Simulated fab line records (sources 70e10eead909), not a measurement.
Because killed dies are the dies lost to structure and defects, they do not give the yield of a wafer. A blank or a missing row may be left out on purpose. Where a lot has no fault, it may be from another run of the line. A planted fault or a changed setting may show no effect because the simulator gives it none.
Matching of chambers    flow nand harc    4 sister chambers for NHARC_P_STI_CMP_21 on cmp-04
The step polishes, t overpolish 20 s, target thk 380.67 nm. 4 wafers are shown with their chamber, then 7 later ones without.

== WAFERS PAIRED WITH THEIR CHAMBERS ==
wafer   chamber  motor current A (A)
L746.2  0        11.8
L751.5  1        12.3
L752.2  2        12.3
L752.4  3        10.5

== WAFERS WITH NO CHAMBER GIVEN ==
wafer   motor current A (A)
L752.6  11.6
L753.2  12.8
L753.4  12.5
L753.5  12.2
L754.4  11.9
L754.5  12.6
L754.6  12.7

== WHICH CHAMBER EACH WENT THROUGH ==
wafer   from the rows above           in truth
L752.6  can't be placed: 0 or 1 or 2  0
L753.2  can't be placed: 1 or 2 or 0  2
L753.4  can't be placed: 1 or 2 or 0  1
L753.5  can't be placed: 1 or 2 or 0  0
L754.4  can't be placed: 0 or 1 or 2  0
L754.5  can't be placed: 1 or 2 or 0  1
L754.6  can't be placed: 1 or 2 or 0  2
Placed correctly: 0 of 7. Unplaceable from these rows: 7, with the true chamber sitting among the candidates in 7. Number placed wrongly: 0.
How it was worked out, from the rows above alone: a wafer's distance from a chamber is the root of the sum, over the readings, of the square of ((its reading less the chamber's mean) divided by the reading's scatter). The wafer belongs to the nearest chamber; if the next one is less than 2 further off, it can't be placed. The mean given for a chamber averages the wafers shown for that chamber. The scatter (one wafer shown for each chamber): square how far every hidden wafer sits from the nearest shown wafer, average those squares and take the square root.
